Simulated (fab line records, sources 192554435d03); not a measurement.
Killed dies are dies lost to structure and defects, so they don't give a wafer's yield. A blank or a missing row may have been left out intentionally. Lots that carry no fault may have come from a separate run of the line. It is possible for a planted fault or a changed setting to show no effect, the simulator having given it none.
Split-lot experiment :: flow n5_finfet :: 21 wafers read across 7 lots, on a route 1938 steps long

## ABOUT THE SPLIT
At N5_BEOL_M0_SAQP_COAT_69 (time 60 s, resist thk 90 nm), the setting spin_rpm was moved away from the recipe's 1500 rpm on 6 of the 21 wafers read, by -7.4% to +6.8%. All remaining wafers had this setting at the recipe value.

## FROM THE SPLIT TO THE READING: what the file shows between them, 9 steps
- N5_BEOL_M0_SAQP_COAT_72: time 60 s, resist thk 15 nm
- N5_BEOL_M0_SAQP_COAT_87: time 60 s, resist thk 5 nm
- N5_BEOL_M0_SAQP_STRIP_89: strips in N2/H2
- N5_BEOL_M0_SAQP_ALD_48: deposits SiO2, target thk 20 nm, pulse time 1 s, co reactant pulse time 1 s
- N5_BEOL_M0_SAQP_ETCH_49: etches SiO2 in CF4/O2, target depth 37 nm
- N5_BEOL_M0_SAQP_STRIP_75: strips in CF4
- N5_BEOL_M0_CUTY_COAT_50: time 60 s, resist thk 15 nm
- N5_BEOL_M0_CUTY_DESCUM_61: chemistry O2, time 7.9 s
- N5_BEOL_M0_CUTY_ETCH_62: etches SiARC in CF4, time 58.5 s

## THE READING
etch.depth_nm (the simulator's own value, which no gauge read), in nm, at N5_BEOL_M0_CUTY_ETCH_63 (etches SOC in N2/H2, target depth 82.7 nm, overetch 16.5 nm, time 124 s). The file does not state a usual value for it. Here, 15 wafers ran the recipe; their average is 70.56 nm with a standard deviation of 0.49 nm.

wafer: L075.1
tool, chamber at the split: litho_track-04, 0
spin_rpm as run, rpm: 1500
against the recipe: recipe
etch.depth_nm, nm: 70.46
against lot-mates on the recipe: -

wafer: L075.4
tool, chamber at the split: litho_track-04, 0
spin_rpm as run, rpm: 1389
against the recipe: -7.4%
etch.depth_nm, nm: 74.06
against lot-mates on the recipe: +3.60

wafer: L075.5
tool, chamber at the split: litho_track-04, 0
spin_rpm as run, rpm: 1389
against the recipe: -7.4%
etch.depth_nm, nm: 74.15
against lot-mates on the recipe: +3.69

wafer: L080.3
tool, chamber at the split: litho_track-02, 0
spin_rpm as run, rpm: 1500
against the recipe: recipe
etch.depth_nm, nm: 71.12
against lot-mates on the recipe: -

wafer: L080.4
tool, chamber at the split: litho_track-02, 0
spin_rpm as run, rpm: 1500
against the recipe: recipe
etch.depth_nm, nm: 70.98
against lot-mates on the recipe: -

wafer: L080.6
tool, chamber at the split: litho_track-02, 0
spin_rpm as run, rpm: 1500
against the recipe: recipe
etch.depth_nm, nm: 70.8
against lot-mates on the recipe: -

wafer: L083.3
tool, chamber at the split: litho_track-02, 0
spin_rpm as run, rpm: 1500
against the recipe: recipe
etch.depth_nm, nm: 70.31
against lot-mates on the recipe: -

wafer: L083.5
tool, chamber at the split: litho_track-02, 0
spin_rpm as run, rpm: 1500
against the recipe: recipe
etch.depth_nm, nm: 70.63
against lot-mates on the recipe: -

wafer: L083.6
tool, chamber at the split: litho_track-02, 0
spin_rpm as run, rpm: 1500
against the recipe: recipe
etch.depth_nm, nm: 70.61
against lot-mates on the recipe: -

wafer: L085.4
tool, chamber at the split: litho_track-05, 0
spin_rpm as run, rpm: 1406
against the recipe: -6.3%
etch.depth_nm, nm: 73.55
against lot-mates on the recipe: +2.68

wafer: L085.5
tool, chamber at the split: litho_track-05, 0
spin_rpm as run, rpm: 1500
against the recipe: recipe
etch.depth_nm, nm: 70.87
against lot-mates on the recipe: -

wafer: L085.6
tool, chamber at the split: litho_track-05, 0
spin_rpm as run, rpm: 1406
against the recipe: -6.3%
etch.depth_nm, nm: 74.1
against lot-mates on the recipe: +3.23

wafer: L084.1
tool, chamber at the split: litho_track-02, 0
spin_rpm as run, rpm: 1500
against the recipe: recipe
etch.depth_nm, nm: 70.71
against lot-mates on the recipe: -

wafer: L084.2
tool, chamber at the split: litho_track-02, 0
spin_rpm as run, rpm: 1500
against the recipe: recipe
etch.depth_nm, nm: 70.37
against lot-mates on the recipe: -

wafer: L084.5
tool, chamber at the split: litho_track-02, 0
spin_rpm as run, rpm: 1500
against the recipe: recipe
etch.depth_nm, nm: 70.56
against lot-mates on the recipe: -

wafer: L090.2
tool, chamber at the split: litho_track-02, 0
spin_rpm as run, rpm: 1602
against the recipe: +6.8%
etch.depth_nm, nm: 67.81
against lot-mates on the recipe: -3.17

wafer: L090.3
tool, chamber at the split: litho_track-02, 0
spin_rpm as run, rpm: 1500
against the recipe: recipe
etch.depth_nm, nm: 71.16
against lot-mates on the recipe: -

wafer: L090.6
tool, chamber at the split: litho_track-02, 0
spin_rpm as run, rpm: 1500
against the recipe: recipe
etch.depth_nm, nm: 70.81
against lot-mates on the recipe: -

wafer: L092.1
tool, chamber at the split: litho_track-02, 0
spin_rpm as run, rpm: 1405
against the recipe: -6.3%
etch.depth_nm, nm: 72.27
against lot-mates on the recipe: +2.80

wafer: L092.2
tool, chamber at the split: litho_track-02, 0
spin_rpm as run, rpm: 1500
against the recipe: recipe
etch.depth_nm, nm: 69.46
against lot-mates on the recipe: -

wafer: L092.4
tool, chamber at the split: litho_track-02, 0
spin_rpm as run, rpm: 1500
against the recipe: recipe
etch.depth_nm, nm: 69.48
against lot-mates on the recipe: -

FIT RESULTS
A straight line over all 21 wafers: etch.depth_nm changes by -0.445 nm for each +1% of spin_rpm; r = -0.95; the points scatter about the line by 0.54 nm.
The same after taking each lot's own level away (the mean of its wafers on the recipe; 21 wafers): -0.474 nm for each +1%; r = -1.00; scatter 0.16 nm.
According to that fit, moving spin_rpm by its largest amount changes the reading by 3.5 nm.
Measured against the standard deviation above, the lots' own levels, which go from 69.470 to 70.985 nm, span 3.1 times it.
The two slopes agree, so the slope changes little with the lot-to-lot level.
Check: +3.49 nm against its lot-mates is what the line predicts for one of the wafers moved furthest among these (-7.4%) when that wafer is left out of the fit. It came out at +3.6 nm against them.

## OTHER SPLITS ON THESE WAFERS
Other splits were also applied to these wafers ahead of the reading. Each is held against what the fit with the lots' levels taken away leaves over:
other split on the same wafers: N5_BEOL_M0_SAQP_SPACER2_ALD_26 target_thk_a
wafers away from the commonest value: 4
r with etch.depth_nm (lot level and that fit taken away): +0.15

## THE WHOLE CHAIN: every reading that the file lists as answering this split, in the file's order
step: N5_BEOL_M0_SAQP_COAT_69
what it does: time 60 s, resist thk 90 nm
reading: SOC_of_BEOL_M0_SAQP_COAT_69.thk_nm (the simulator's own value, which no gauge read)
change (the file's fit): -0.467 nm for each +1% of the setting
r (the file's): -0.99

step: N5_BEOL_M0_SAQP_ETCH_49
what it does: etches SiO2 in CF4/O2, target depth 37 nm
reading: SOC_of_BEOL_M0_SAQP_COAT_69.thk_nm (the simulator's own value, which no gauge read)
change (the file's fit): -0.478 nm for each +1% of the setting
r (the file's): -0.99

step: N5_BEOL_M0_CUTY_ETCH_63
what it does: etches SOC in N2/H2, target depth 82.7 nm, overetch 16.5 nm, time 124 s
reading: etch.depth_nm (the simulator's own value, which no gauge read)
change (the file's fit): -0.471 nm for each +1% of the setting
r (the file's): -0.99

## THE FILE'S OWN FIT
etch.depth_nm changes by -0.471 nm for each +1% of spin_rpm, r = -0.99.
